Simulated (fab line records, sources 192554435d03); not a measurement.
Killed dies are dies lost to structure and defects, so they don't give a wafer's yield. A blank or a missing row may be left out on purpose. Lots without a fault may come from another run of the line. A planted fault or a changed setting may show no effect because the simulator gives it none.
fab line records | flow n5_finfet
record lots=23 wafers=69 last_day=19
route steps=1938 shown ILD0@338 SDB@347
lots that met no fault: from a run of the same line without faults
start_h: hours from the record's first day to the start of the lot's first wafer shown | wait_h: hours since the lot's step before | " the same as in the row above | L1.1+2: a row that stands for several wafers | - no value, or no start given | * or withheld: withheld | < > ~ a bound
route shown NAME@n: a module of which the file shows steps, and the number in the route of the first | usual: mean/standard deviation of fault-free wafers | same: alike in all rows | chamber/n: place in a boat | sites: the reading at each site | _std_site: their standard deviation | _edge_site: outer sites' mean less inner sites' | radius_mm: how far each site lies from the wafer's centre | mask NAME#n: copy n | behind: the tool/chamber that last shaped the wafer | hold: why the lot was held/for how many hours/how that ended | device: the transistor (n, p or np) that didn't switch | end of line: the same wafers' tests at the end of the route | a step without rows: its recipe alone | killed: dies lost to structure and defects at the first sort, not the wafer's yield | map: a wafer's dies, x killed, . not, _ none there
set.NAME: the setting as run; set.NAME@STEP: as run at that earlier step | model.NAME: the simulator's own value behind a step, which no gauge read
steps of the route over a sample of lots; a table a step, a row a wafer
services: from which hour (start_h, from the record's first day; less than 0 if before it) a tool's chamber was out of use, for how many hours, and why
## steps
# step N5_ILD0_CMP_03
# recipe stop_on=SiNx t_overpolish_s=1.9 post_cmp_clean=alkaline_brush down_force_psi=4.1491 platen_rpm=51.796 pad_velocity_m_s=1.0306 target_thk_nm=197.38
# usual motor_current_A=12.1/0.88 overpolish_run_s=1.900/0.008 slurry_filter_dp_kPa=13.49/0.12 time_to_endpoint_s=70/4
# columns lot.wafer tool chamber start_h wait_h motor_current_A overpolish_run_s slurry_filter_dp_kPa time_to_endpoint_s
L074.2 cmp-04 2 63.79 0.0 10.6 1.902 13.32 75
L074.3 " 3 " " 12.9 1.897 13.67 76
L074.5 " 2 " " 11.1 1.900 13.53 77
L075.2 cmp-01 3 67.46 0.1 11.0 1.899 13.49 64
L075.1 " 0 " " 12.8 1.903 13.59 67
L075.6 " 3 " " 11.5 1.905 13.41 64
L076.1 cmp-01 1 75.18 0.0 11.7 1.889 13.58 64
L076.3 " 0 " " 12.5 1.910 13.63 70
L076.6 " 1 " " 11.6 1.906 13.34 68
L077.4 cmp-04 3 81.24 0.0 12.9 1.903 13.48 69
L077.1 " 2 " " 11.0 1.915 13.62 74
L077.5 " 3 " " 12.4 1.911 13.67 70
L078.3 cmp-01 3 84.11 0.1 12.0 1.898 13.58 65
L078.1 " 1 " " 11.7 1.897 13.28 69
L078.5 " 2 " " 13.7 1.904 13.43 71
L080.2 cmp-01 2 98.07 0.1 13.5 1.901 13.42 71
L080.5 " 0 " " 12.6 1.895 13.47 70
L080.6 " 1 " " 11.8 1.893 13.69 69
L081.3 cmp-01 1 104.32 0.0 11.2 1.896 13.51 66
L081.1 " 2 " " 13.8 1.922 13.33 68
L081.6 " 2 " " 14.0 1.881 13.48 67
L082.4 cmp-01 1 112.74 0.0 11.6 1.903 13.61 67
L082.2 " 0 " " 12.4 1.910 13.52 68
L082.5 " 1 " " 12.1 1.903 13.63 65
L083.4 cmp-02 3 117.43 0.0 11.6 1.901 13.40 71
L083.1 " 1 " " 11.8 1.905 13.41 74
L083.5 " 0 " " 12.6 1.891 13.46 79
L084.1 cmp-01 0 125.58 0.2 12.8 1.903 13.47 69
L084.6 " 1 " " 11.9 1.887 13.57 66
L084.5 " 2 " " 13.6 1.900 13.48 69
L085.4 cmp-04 2 129.68 0.2 10.4 1.896 13.61 72
L085.1 " 1 " " 11.7 1.897 13.46 74
L085.5 " 2 " " 10.8 1.909 13.46 74
L086.2 cmp-01 2 131.75 0.0 13.8 1.881 13.52 73
L086.1 " 0 " " 12.9 1.897 13.57 69
L086.4 " 1 " " 11.6 1.911 13.24 69
L087.1 cmp-02 3 141.49 0.0 10.6 1.915 13.63 65
L087.6 " 3 " " 11.9 1.903 13.22 65
L087.5 " 0 " " 11.9 1.900 13.50 74
L088.3 cmp-01 1 147.69 0.1 11.4 1.893 13.33 66
L088.2 " 2 " " 14.3 1.889 13.42 67
L088.5 " 3 " " 11.9 1.903 13.54 64
L089.3 cmp-01 1 153.70 0.1 12.0 1.888 13.42 71
L089.4 " 2 " " 13.5 1.897 13.70 74
L089.1 " 3 " " 11.9 1.899 13.21 71
L090.4 cmp-04 1 159.44 0.1 10.9 1.892 13.57 74
L090.5 " 0 " " 12.3 1.912 13.56 71
L090.6 " 1 " " 11.3 1.909 13.62 73
L091.1 cmp-01 0 162.20 0.0 12.7 1.906 13.59 64
L091.2 " 1 " " 11.3 1.894 13.56 65
L091.4 " 2 " " 13.7 1.895 13.42 70
L092.4 cmp-02 2 169.69 0.1 11.2 1.903 13.41 71
L092.5 " 0 " " 12.6 1.902 13.47 76
L092.6 " 1 " " 12.3 1.904 13.51 75
L093.2 cmp-04 0 175.49 0.1 11.7 1.911 13.56 75
L093.3 " 2 " " 10.1 1.908 13.54 72
L093.5 " 0 " " 12.5 1.906 13.49 73
L094.3 cmp-04 1 182.65 0.0 12.4 1.917 13.47 75
L094.2 " 3 " " 12.9 1.900 13.58 73
L094.1 " 0 " " 11.8 1.912 13.47 72
L095.1 cmp-02 3 187.06 0.1 11.3 1.906 13.58 74
L095.3 " 1 " " 11.9 1.892 13.32 81
L095.5 " 3 " " 12.3 1.893 13.56 75
L096.1 cmp-01 3 194.04 0.0 11.2 1.889 13.55 66
L096.6 " 3 " " 11.5 1.899 13.40 65
L096.5 " 0 " " 11.9 1.890 13.49 68
L097.1 cmp-02 3 202.17 0.0 11.8 1.892 13.59 70
L097.3 " 2 " " 12.2 1.912 13.49 72
L097.5 " 0 " " 11.8 1.898 13.38 79
# step N5_SDB_HM_DEP_00
# recipe material=SiNx target_thk_a=400 temp_c=400 precursor=SiH4/NH3/N2 pressure_torr=1.5 rf_w=300 time_s=35.3
# usual heater_power_w=739/95 showerhead_plenum_p_Torr=5.16/0.072 susceptor_temp_C=400.03/0.23 throttle_valve_pct=39.2/1.6
# columns lot.wafer tool chamber start_h wait_h heater_power_w showerhead_plenum_p_Torr susceptor_temp_C throttle_valve_pct
L074.2 pecvd-02 2 67.68 0.0 844 5.19 399.97 37.7
L074.3 " 0 " " 806 5.14 399.88 39.7
L074.5 " 1 " " 777 5.13 399.95 38.8
L075.1 pecvd-01 1 71.39 0.0 745 5.09 400.22 40.6
L075.2 " 2 " " 600 5.06 400.33 38.4
L075.6 " 2 " " 616 5.06 400.24 38.3
L076.1 pecvd-02 0 79.07 0.0 825 5.13 399.79 40.0
L076.3 " 1 " " 686 5.13 399.82 39.1
L076.6 " 1 " " 684 5.13 399.66 38.7
L077.1 pecvd-01 1 85.14 0.0 733 5.10 400.14 40.9
L077.4 " 0 " " 817 5.27 399.68 36.0
L077.5 " 2 " " 598 5.06 399.98 38.4
L078.1 pecvd-01 1 87.97 0.0 737 5.09 400.10 40.7
L078.3 " 0 " " 863 5.26 400.04 36.0
L078.5 " 2 " " 706 5.06 399.75 38.4
L080.2 pecvd-02 2 103.68 0.0 962 5.19 399.75 38.0
L080.5 " 2 " " 985 5.19 399.77 37.9
L080.6 " 1 " " 752 5.14 399.97 39.0
L081.1 pecvd-04 2 109.53 0.0 774 5.22 400.02 38.2
L081.3 " 0 " " 632 5.26 400.22 41.0
L081.6 " 1 " " 684 5.12 400.01 40.7
L082.2 pecvd-04 1 116.75 0.0 691 5.11 399.70 40.8
L082.4 " 2 " " 768 5.22 400.07 38.1
L082.5 " 1 " " 701 5.11 399.68 40.9
L083.1 pecvd-01 0 121.81 0.0 829 5.24 400.05 36.1
L083.4 " 2 " " 707 5.06 400.18 38.6
L083.5 " 1 " " 772 5.09 399.94 40.8
L084.1 pecvd-04 0 129.58 0.0 594 5.26 400.02 41.0
L084.5 " 1 " " 640 5.11 400.29 40.7
L084.6 " 0 " " 601 5.25 400.08 41.1
L085.1 pecvd-02 1 133.83 0.0 752 5.14 400.14 39.0
L085.4 " 1 " " 758 5.14 399.90 39.1
L085.5 " 2 " " 950 5.20 400.28 37.9
L086.1 pecvd-04 0 136.00 0.0 635 5.25 399.39 41.0
L086.2 " 1 " " 719 5.12 400.29 41.0
L086.4 " 2 " " 711 5.21 399.84 37.9
L087.1 pecvd-01 1 145.62 0.0 751 5.09 400.03 40.9
L087.5 " 2 " " 707 5.06 400.27 38.6
L087.6 " 1 " " 773 5.09 400.19 40.6
L088.2 pecvd-04 0 151.59 0.0 596 5.26 400.31 41.2
L088.3 " 1 " " 666 5.11 400.05 40.9
L088.5 " 2 " " 749 5.21 399.87 37.8
L089.1 pecvd-04 1 157.65 0.0 605 5.12 399.69 40.9
L089.3 " 0 " " 600 5.25 400.32 41.3
L089.4 " 0 " " 595 5.26 400.36 41.2
L090.4 pecvd-02 2 163.50 0.1 957 5.20 399.92 38.0
L090.5 " 1 " " 704 5.13 400.00 38.9
L090.6 " 0 " " 861 5.13 400.37 39.9
L091.1 pecvd-01 0 166.09 0.0 783 5.26 399.75 36.3
L091.2 " 2 " " 714 5.06 400.19 38.3
L091.4 " 2 " " 728 5.06 400.43 38.4
L092.4 pecvd-04 2 173.53 0.1 655 5.21 400.01 38.2
L092.5 " 1 " " 721 5.10 399.81 41.2
L092.6 " 0 " " 544 5.25 400.45 41.1
L093.2 pecvd-02 2 179.40 0.0 819 5.18 400.10 38.1
L093.3 " 0 " " 798 5.14 399.64 39.8
L093.5 " 0 " " 822 5.12 400.00 39.7
L094.1 pecvd-01 0 186.74 0.0 896 5.26 400.08 36.3
L094.2 " 1 " " 688 5.08 400.29 40.6
L094.3 " 2 " " 631 5.06 399.96 38.4
L095.1 pecvd-04 0 191.01 0.0 647 5.26 400.07 41.4
L095.3 " 1 " " 692 5.11 400.36 41.3
L095.5 " 2 " " 721 5.22 400.13 38.1
L096.1 pecvd-01 0 197.94 0.0 945 5.27 400.44 36.4
L096.5 " 2 " " 666 5.05 400.24 38.5
L096.6 " 1 " " 711 5.09 399.76 40.8
L097.1 pecvd-01 1 206.15 0.0 717 5.10 400.30 40.6
L097.3 " 2 " " 712 5.06 399.92 38.5
L097.5 " 1 " " 710 5.09 400.05 40.8
# step N5_SDB_INSPECT_13
# recipe mode=adi inspect_instrument=brightfield
# usual raw_defect_count=68/30
# columns lot.wafer tool chamber start_h wait_h raw_defect_count
L074.2 defect_inspect-01 - 68.18 0.0 53
L074.3 " - " " 51
L074.5 " - " " 48
L075.1 defect_inspect-02 - 71.90 0.0 44
L075.2 " - " " 96
L075.6 " - " " 57
L076.1 defect_inspect-02 - 79.58 0.0 92
L076.3 " - " " 133
L076.6 " - " " 177
L077.1 defect_inspect-02 - 85.65 0.0 118
L077.4 " - " " 138
L077.5 " - " " 98
L078.1 defect_inspect-01 - 88.48 0.0 77
L078.3 " - " " 29
L078.5 " - " " 45
L080.2 defect_inspect-01 - 104.18 0.0 38
L080.5 " - " " 83
L080.6 " - " " 54
L081.1 defect_inspect-01 - 109.92 0.0 44
L081.3 " - " " 47
L081.6 " - " " 95
L082.2 defect_inspect-02 - 117.26 0.0 93
L082.4 " - " " 109
L082.5 " - " " 86
L083.1 defect_inspect-01 - 122.32 0.0 24
L083.4 " - " " 47
L083.5 " - " " 109
L084.1 defect_inspect-02 - 130.08 0.0 60
L084.5 " - " " 34
L084.6 " - " " 20
L085.1 defect_inspect-01 - 134.34 0.0 34
L085.4 " - " " 42
L085.5 " - " " 41
L086.1 defect_inspect-02 - 136.51 0.0 103
L086.2 " - " " 58
L086.4 " - " " 40
L087.1 defect_inspect-02 - 146.13 0.0 35
L087.5 " - " " 54
L087.6 " - " " 53
L088.2 defect_inspect-01 - 152.12 0.0 53
L088.3 " - " " 65
L088.5 " - " " 80
L089.1 defect_inspect-02 - 158.15 0.0 103
L089.3 " - " " 51
L089.4 " - " " 31
L090.4 defect_inspect-02 - 163.98 0.0 64
L090.5 " - " " 58
L090.6 " - " " 74
L091.1 defect_inspect-01 - 166.60 0.0 79
L091.2 " - " " 47
L091.4 " - " " 52
L092.4 defect_inspect-02 - 174.01 0.0 39
L092.5 " - " " 74
L092.6 " - " " 59
L093.2 defect_inspect-02 - 179.78 0.0 36
L093.3 " - " " 35
L093.5 " - " " 71
L094.1 defect_inspect-02 - 187.25 0.0 64
L094.2 " - " " 31
L094.3 " - " " 98
L095.1 defect_inspect-02 - 191.52 0.0 51
L095.3 " - " " 89
L095.5 " - " " 100
L096.1 defect_inspect-02 - 198.44 0.0 43
L096.5 " - " " 28
L096.6 " - " " 48
L097.1 defect_inspect-01 - 206.66 0.0 44
L097.3 " - " " 42
L097.5 " - " " 116
# step N5_SDB_ETCH_17
# recipe chemistry=CF4 target=SiARC target_depth_a=234 mask_material=CAR-ArF time_s=39 ion_energy_ev=80 pressure_mtorr=40 source_w=545 bias_w=36 Ar_flow_sccm=100 cf4_flow_sccm=100 ends=cleared
# usual drypump_motor_current_A=5.6/0.42 etch_rf_on_time_s=38.9/0.86 oes_product_au=0.69/0.083 rf_vpp_V=183.9/1.2 showerhead_plenum_p_Torr=2.13/0.077 throttle_valve_pct=15.62/0.27
# columns lot.wafer tool chamber start_h wait_h drypump_motor_current_A etch_rf_on_time_s oes_product_au rf_hours_counter_h rf_vpp_V showerhead_plenum_p_Torr throttle_valve_pct
L074.2 rie_diel-03 3 68.25 0.0 5.5 40.6 0.70 56 184.2 2.26 15.41
L074.3 " 0 " " 5.4 40.5 0.67 102 182.7 2.08 15.55
L074.5 " 1 " " 5.3 37.8 0.84 - 185.4 2.28 15.09
L075.1 rie_diel-01 3 71.97 0.0 5.0 39.4 0.57 250 185.0 2.19 15.86
L075.2 " 0 " " 5.4 40.0 0.59 226 184.4 2.12 15.87
L075.6 " 2 " " 5.9 39.3 0.61 - 182.7 2.05 15.76
L076.1 rie_diel-01 0 79.65 0.0 5.5 40.1 0.59 230 184.4 2.12 15.89
L076.3 " 2 " " 5.9 39.0 0.61 197 183.5 2.05 15.77
L076.6 " 0 " " 5.4 40.3 0.58 - 184.3 2.12 15.88
L077.1 rie_diel-04 0 85.87 0.0 5.1 38.5 0.60 230 183.8 2.12 15.96
L077.4 " 0 " " 5.1 38.6 0.60 - 184.0 2.12 15.95
L077.5 " 3 " " 5.8 38.0 0.61 - 182.4 2.03 15.98
L078.1 rie_diel-04 2 88.54 0.0 5.4 40.4 0.71 59 183.7 2.17 15.22
L078.3 " 3 " " 5.8 38.1 0.60 238 183.1 2.03 16.00
L078.5 " 3 " " 5.8 38.5 0.60 - 182.4 2.03 15.97
L080.2 rie_diel-04 1 104.86 0.0 6.5 37.9 0.79 21 184.7 2.11 15.76
L080.5 " 0 " " 5.1 38.4 0.60 - 184.0 2.12 15.97
L080.6 " 3 " " 5.9 38.1 0.60 - 182.8 2.02 15.99
L081.1 rie_diel-04 0 110.03 0.0 5.1 38.2 0.59 240 184.8 2.12 15.95
L081.3 " 3 " " 5.8 38.1 0.59 245 183.2 2.02 15.99
L081.6 " 0 " " 5.1 38.6 0.58 - 184.3 2.12 15.97
L082.2 rie_diel-03 0 117.34 0.0 5.3 39.9 0.66 116 182.4 2.07 15.58
L082.4 " 2 " " 5.6 38.1 0.67 104 184.3 2.06 15.62
L082.5 " 0 " " 5.4 40.1 0.66 - 183.9 2.07 15.58
L083.1 rie_diel-03 1 122.39 0.0 5.3 37.1 0.81 20 186.9 2.27 15.14
L083.4 " 0 " " 5.3 40.0 0.67 118 181.4 2.07 15.61
L083.5 " 0 " " 5.4 39.9 0.66 - 184.0 2.07 15.58
L084.1 rie_diel-03 3 130.15 0.0 5.5 39.8 0.68 75 185.5 2.26 15.44
L084.5 " 2 " " 5.6 38.3 0.66 - 183.3 2.06 15.62
L084.6 " 3 " " 5.5 39.9 0.68 - 185.7 2.26 15.44
L085.1 rie_diel-04 2 134.41 0.0 5.4 40.3 0.70 75 185.4 2.17 15.26
L085.4 " 0 " " 5.1 39.2 0.58 - 182.4 2.11 15.99
L085.5 " 1 " " 6.5 38.3 0.76 - 183.7 2.11 15.78
L086.1 rie_diel-03 1 136.89 0.0 5.3 37.0 0.81 23 185.9 2.27 15.15
L086.2 " 0 " " 5.3 39.4 0.67 122 182.5 2.07 15.60
L086.4 " 3 " " 5.5 39.1 0.69 77 185.7 2.26 15.46
L087.1 rie_diel-04 2 146.41 0.0 5.4 40.3 0.70 81 183.4 2.16 15.27
L087.5 " 0 " " 5.1 39.3 0.57 - 183.0 2.11 15.99
L087.6 " 2 " " 5.4 40.5 0.70 - 184.2 2.16 15.25
L088.2 rie_diel-01 1 152.55 0.0 5.2 39.0 0.59 250 185.4 2.20 15.83
L088.3 " 2 " " 5.9 38.9 0.60 228 182.0 2.04 15.84
L088.5 " 1 " " 5.2 39.1 0.59 - 184.7 2.20 15.83
L089.1 rie_diel-01 2 158.26 0.0 6.0 38.8 0.59 231 181.4 2.03 15.83
L089.3 " 3 " " 4.9 38.3 0.80 21 184.0 2.19 15.35
L089.4 " 3 " " 4.9 38.1 0.79 - 183.2 2.19 15.36
L090.4 rie_diel-01 2 164.07 0.0 5.9 39.3 0.59 - 183.2 2.03 15.83
L090.5 " 0 " " 5.5 39.2 0.78 - 183.8 2.11 15.47
L090.6 " 3 " " 4.9 38.3 0.79 - 185.4 2.18 15.36
L091.1 rie_diel-04 0 166.67 0.0 5.1 38.9 0.58 260 183.1 2.11 16.00
L091.2 " 1 " " 6.5 37.7 0.75 45 183.0 2.11 15.81
L091.4 " 3 " " 5.9 38.2 0.84 - 185.0 2.28 15.52
L092.4 rie_diel-01 3 174.10 0.0 4.9 37.6 0.79 - 184.8 2.18 15.37
L092.5 " 2 " " 6.0 38.5 0.58 - 181.2 2.03 15.86
L092.6 " 0 " " 5.5 38.3 0.78 - 183.1 2.11 15.45
L093.2 rie_diel-04 2 179.85 0.0 5.4 40.5 0.68 94 183.0 2.16 15.30
L093.3 " 3 " " 5.8 38.0 0.81 9 184.9 2.27 15.53
L093.5 " 2 " " 5.5 40.0 0.69 - 183.9 2.16 15.29
L094.1 rie_diel-01 1 187.32 0.0 5.2 37.8 0.81 4 185.5 2.20 15.37
L094.2 " 2 " " 6.0 39.0 0.59 243 183.1 2.03 15.85
L094.3 " 0 " " 5.5 39.1 0.77 18 184.5 2.11 15.47
L095.1 rie_diel-04 2 191.59 0.0 5.4 40.0 0.68 99 184.3 2.16 15.29
L095.3 " 1 " " 6.5 37.7 0.74 56 184.9 2.10 15.84
L095.5 " 2 " " 5.5 40.2 0.67 - 185.7 2.16 15.30
L096.1 rie_diel-04 1 198.84 0.0 6.5 37.9 0.74 59 182.1 2.10 15.85
L096.5 " 3 " " 5.9 37.9 0.79 - 186.8 2.27 15.55
L096.6 " 1 " " 6.5 38.1 0.74 - 183.2 2.10 15.86
L097.1 rie_diel-01 1 206.73 0.0 5.2 38.3 0.79 11 185.0 2.19 15.38
L097.3 " 2 " " 5.9 39.4 0.58 249 182.0 2.03 15.89
L097.5 " 1 " " 5.2 38.1 0.79 - 185.1 2.19 15.39
# step N5_SDB_HM_OPEN_20
# recipe chemistry=CH3F/O2 target=SiNx mask_material=SOC target_depth_a=240 stop_on=poly-Si over_etch_frac=0.4 ion_energy_ev=120 pressure_mtorr=30 source_w=395 bias_w=73 Ar_flow_sccm=150 CH3F_flow_sccm=30 O2_flow_sccm=20
# usual drypump_motor_current_A=5.6/0.42 oes_product_au=0.66/0.076 rf_vpp_V=295/5.3 showerhead_plenum_p_Torr=1.99/0.075 throttle_valve_pct=16.35/0.26
# columns lot.wafer tool chamber start_h wait_h drypump_motor_current_A oes_product_au rf_hours_counter_h rf_vpp_V showerhead_plenum_p_Torr throttle_valve_pct
L074.2 rie_diel-03 3 68.45 0.0 5.5 0.68 56 290 2.11 16.04
L074.3 " 0 " " 5.3 0.65 102 306 1.94 16.28
L074.5 " 1 " " 5.3 0.79 - 297 2.15 15.92
L075.1 rie_diel-01 3 72.16 0.0 4.9 0.56 250 306 2.05 16.56
L075.2 " 0 " " 5.5 0.57 226 301 1.98 16.60
L075.6 " 2 " " 6.0 0.60 - 288 1.91 16.49
L076.1 rie_diel-01 0 79.84 0.0 5.5 0.56 230 301 1.98 16.62
L076.3 " 2 " " 6.0 0.58 197 288 1.91 16.50
L076.6 " 0 " " 5.5 0.58 - 299 1.98 16.63
L077.1 rie_diel-04 0 86.07 0.0 5.1 0.55 230 297 1.98 16.71
L077.4 " 0 " " 5.1 0.58 - 296 1.98 16.70
L077.5 " 3 " " 5.9 0.58 - 288 1.89 16.68
L078.1 rie_diel-04 2 88.74 0.0 5.4 0.68 59 294 2.03 15.98
L078.3 " 3 " " 5.8 0.56 238 288 1.89 16.69
L078.5 " 3 " " 5.9 0.57 - 288 1.89 16.69
L080.2 rie_diel-04 1 105.06 0.0 6.5 0.75 22 301 1.97 16.49
L080.5 " 0 " " 5.1 0.57 - 297 1.98 16.71
L080.6 " 3 " " 5.8 0.57 - 287 1.88 16.72
L081.1 rie_diel-04 0 110.22 0.0 5.1 0.55 240 297 1.98 16.71
L081.3 " 3 " " 5.9 0.56 245 284 1.88 16.70
L081.6 " 0 " " 5.1 0.56 - 296 1.98 16.71
L082.2 rie_diel-03 0 117.53 0.0 5.4 0.65 116 308 1.93 16.31
L082.4 " 2 " " 5.6 0.64 104 292 1.93 16.41
L082.5 " 0 " " 5.3 0.64 - 306 1.93 16.31
L083.1 rie_diel-03 1 122.59 0.0 5.3 0.74 20 295 2.14 15.95
L083.4 " 0 " " 5.4 0.65 118 307 1.93 16.31
L083.5 " 0 " " 5.4 0.64 - 307 1.93 16.33
L084.1 rie_diel-03 3 130.35 0.0 5.5 0.66 75 290 2.10 16.08
L084.5 " 2 " " 5.6 0.63 - 293 1.93 16.42
L084.6 " 3 " " 5.5 0.67 - 291 2.10 16.11
L085.1 rie_diel-04 2 134.60 0.0 5.5 0.69 75 296 2.03 15.99
L085.4 " 0 " " 5.1 0.57 - 297 1.98 16.76
L085.5 " 1 " " 6.5 0.74 - 300 1.96 16.54
L086.1 rie_diel-03 1 137.09 0.0 5.3 0.72 23 298 2.14 15.95
L086.2 " 0 " " 5.4 0.62 122 307 1.93 16.32
L086.4 " 3 " " 5.5 0.66 77 291 2.10 16.10
L087.1 rie_diel-04 2 146.61 0.0 5.5 0.67 81 296 2.03 16.01
L087.5 " 0 " " 5.1 0.57 - 296 1.98 16.73
L087.6 " 2 " " 5.4 0.69 - 295 2.02 16.02
L088.2 rie_diel-01 1 152.74 0.0 5.2 0.56 250 296 2.05 16.51
L088.3 " 2 " " 5.9 0.56 228 286 1.90 16.53
L088.5 " 1 " " 5.2 0.58 - 296 2.05 16.50
L089.1 rie_diel-01 2 158.45 0.0 5.9 0.55 231 288 1.90 16.55
L089.3 " 3 " " 4.9 0.75 22 296 2.04 16.06
L089.4 " 3 " " 4.9 0.76 - 295 2.04 16.06
L090.4 rie_diel-01 2 164.27 0.0 6.0 0.58 - 288 1.89 16.54
L090.5 " 0 " " 5.5 0.75 - 301 1.97 16.19
L090.6 " 3 " " 4.9 0.75 - 294 2.04 16.08
L091.1 rie_diel-04 0 166.86 0.0 5.1 0.55 260 297 1.97 16.75
L091.2 " 1 " " 6.5 0.71 45 300 1.96 16.54
L091.4 " 3 " " 5.9 0.81 - 291 2.13 16.25
L092.4 rie_diel-01 3 174.30 0.0 5.0 0.73 - 294 2.04 16.06
L092.5 " 2 " " 6.0 0.56 - 288 1.89 16.56
L092.6 " 0 " " 5.5 0.74 - 300 1.97 16.21
L093.2 rie_diel-04 2 180.04 0.0 5.5 0.66 94 295 2.02 16.05
L093.3 " 3 " " 5.9 0.76 9 293 2.13 16.26
L093.5 " 2 " " 5.4 0.66 - 297 2.02 16.04
L094.1 rie_diel-01 1 187.51 0.0 5.2 0.77 4 296 2.05 16.05
L094.2 " 2 " " 5.9 0.56 243 286 1.89 16.56
L094.3 " 0 " " 5.4 0.73 18 301 1.97 16.22
L095.1 rie_diel-04 2 191.78 0.0 5.4 0.65 99 297 2.02 16.06
L095.3 " 1 " " 6.5 0.68 56 300 1.96 16.55
L095.5 " 2 " " 5.4 0.67 - 296 2.02 16.05
L096.1 rie_diel-04 1 199.03 0.0 6.5 0.69 59 299 1.96 16.57
L096.5 " 3 " " 5.8 0.76 - 292 2.12 16.30
L096.6 " 1 " " 6.5 0.71 - 301 1.96 16.57
L097.1 rie_diel-01 1 206.92 0.0 5.2 0.74 11 297 2.05 16.07
L097.3 " 2 " " 5.9 0.56 250 287 1.89 16.59
L097.5 " 1 " " 5.2 0.74 - 297 2.05 16.08
# step N5_SDB_CMP_30
# recipe stop_on=poly-Si t_overpolish_s=1.54 post_cmp_clean=alkaline_brush down_force_psi=4.1491 platen_rpm=51.796 pad_velocity_m_s=1.0306 target_thk_nm=30
# usual motor_current_A=11.8/0.75 overpolish_run_s=1.540/0.0094 slurry_filter_dp_kPa=13.50/0.14 time_to_endpoint_s=17.6/2.7
# columns lot.wafer tool chamber start_h wait_h motor_current_A overpolish_run_s slurry_filter_dp_kPa time_to_endpoint_s
L074.3 cmp-04 2 71.82 1.5 10.6 1.531 13.59 22.5
L074.2 " 3 " " 13.4 1.542 13.53 18.4
L074.5 " 0 " " 11.9 1.527 13.48 17.4
L075.1 cmp-04 1 75.50 1.4 10.9 1.543 13.33 18.4
L075.2 " 2 " " 10.6 1.546 13.54 17.1
L075.6 " 0 " " 12.5 1.540 13.34 19.8
L076.3 cmp-04 2 83.22 1.5 11.0 1.539 13.65 16.6
L076.1 " 3 " " 13.2 1.544 13.42 14.2
L076.6 " 1 " " 11.5 1.546 13.70 17.0
L077.4 cmp-04 3 90.36 0.1 12.5 1.541 13.63 14.1
L077.1 " 1 " " 10.7 1.540 13.49 18.1
L077.5 " 3 " " 12.4 1.555 13.55 17.1
L078.1 cmp-04 1 92.14 1.5 11.3 1.546 13.42 15.8
L078.3 " 2 " " 11.2 1.537 13.42 17.8
L078.5 " 0 " " 11.7 1.534 13.40 19.4
L080.2 cmp-02 3 108.73 1.4 11.8 1.551 13.37 12.7
L080.6 " 3 " " 11.8 1.543 13.62 13.6
L080.5 " 0 " " 11.7 1.546 13.67 19.2
L081.1 cmp-04 1 113.52 1.4 11.2 1.537 13.43 17.5
L081.3 " 0 " " 12.4 1.548 13.55 18.1
L081.6 " 2 " " 10.9 1.534 13.31 17.6
L082.2 cmp-03 0 120.92 1.5 11.0 1.528 13.56 16.3
L082.4 " 1 " " 13.1 1.549 13.65 16.2
L082.5 " 3 " " 11.4 1.541 13.36 17.3
L083.4 cmp-03 3 126.03 1.5 11.4 1.531 13.47 20.3
L083.1 " 1 " " 12.7 1.526 13.47 15.1
L083.5 " 0 " " 11.1 1.547 13.28 19.4
L084.1 cmp-03 2 133.69 1.4 12.1 1.559 13.77 18.5
L084.6 " 1 " " 12.7 1.550 13.51 16.7
L084.5 " 2 " " 12.1 1.537 13.70 21.1
L085.4 cmp-02 1 137.90 1.4 12.0 1.530 13.42 16.0
L085.1 " 2 " " 11.9 1.556 13.79 13.0
L085.5 " 1 " " 12.0 1.553 13.66 15.0
L086.1 cmp-03 1 140.39 1.4 12.4 1.557 13.50 16.4
L086.4 " 2 " " 12.7 1.547 13.47 18.2
L086.2 " 0 " " 11.3 1.536 13.64 15.4
L087.1 cmp-03 3 150.18 1.6 11.4 1.554 13.75 21.3
L087.6 " 3 " " 10.9 1.543 13.48 21.5
L087.5 " 0 " " 11.5 1.536 13.77 21.5
L088.2 cmp-04 3 156.07 1.4 13.2 1.531 13.54 16.0
L088.3 " 1 " " 11.3 1.555 13.49 16.6
L088.5 " 0 " " 12.1 1.528 13.45 18.3
L089.1 cmp-03 3 161.75 1.4 10.7 1.542 13.50 17.5
L089.3 " 0 " " 11.8 1.536 13.38 16.2
L089.4 " 2 " " 13.4 1.527 13.53 17.7
L090.4 cmp-03 2 167.67 1.4 12.4 1.533 13.29 16.3
L090.6 " 1 " " 12.7 1.528 13.20 14.5
L090.5 " 2 " " 11.4 1.548 13.55 16.5
L091.1 cmp-02 2 170.65 1.4 11.4 1.541 13.39 13.5
L091.2 " 3 " " 11.5 1.545 13.37 15.3
L091.4 " 1 " " 11.5 1.522 13.60 16.1
L092.4 cmp-02 3 177.65 1.4 11.9 1.533 13.44 14.0
L092.5 " 3 " " 11.0 1.529 13.45 13.5
L092.6 " 0 " " 12.8 1.536 13.40 19.3
L093.3 cmp-03 3 184.04 1.4 11.0 1.542 13.58 21.7
L093.2 " 1 " " 12.3 1.543 13.63 16.4
L093.5 " 3 " " 11.4 1.552 13.75 18.8
L094.2 cmp-03 2 191.07 1.4 12.0 1.521 13.53 23.1
L094.1 " 3 " " 10.6 1.552 13.67 22.5
L094.3 " 0 " " 11.1 1.525 13.51 21.5
L095.3 cmp-03 3 195.12 1.4 12.0 1.528 13.50 19.5
L095.1 " 0 " " 11.4 1.551 13.47 20.4
L095.5 " 2 " " 12.5 1.547 13.49 20.6
L096.1 cmp-03 2 202.57 1.4 12.6 1.533 13.43 18.3
L096.6 " 2 " " 12.3 1.537 13.36 18.6
L096.5 " 3 " " 10.9 1.539 13.57 20.9
L097.1 cmp-04 0 210.27 1.4 12.1 1.537 13.39 15.5
L097.3 " 1 " " 11.7 1.529 13.35 14.7
L097.5 " 3 " " 13.5 1.546 13.39 13.5
## services
# columns tool chamber start_h hours kind
rie_diel-01 1 44.79 3.1 repair
cmp-01 - 52.52 4.0 pm
cmp-01 - 56.52 3.6 pm
cmp-01 - 72.49 0.6 repair
cmp-02 - 77.55 1.4 repair
rie_diel-04 1 80.43 8.6 repair
rie_diel-01 2 88.49 2.0 repair
cmp-03 - 98.39 0.2 repair
cmp-04 - 107.69 1.4 repair
rie_diel-03 - 111.08 2.8 pm
cmp-04 - 116.65 5.2 pm
cmp-04 - 122.07 4.2 repair
cmp-02 - 123.52 8.0 pm
cmp-02 - 148.85 15.6 pm
rie_diel-03 0 149.41 9.5 repair
cmp-03 - 153.70 4.0 pm
rie_diel-04 2 165.85 1.5 repair
cmp-04 - 168.18 4.9 pm
rie_diel-04 0 170.71 17.3 repair
rie_diel-01 3 183.63 4.1 repair
cmp-01 - 189.02 0.7 repair
pecvd-02 - 203.84 3.3 repair
cmp-02 - 204.19 4.0 pm
pecvd-02 0 207.51 13.8 repair
## key
fault none
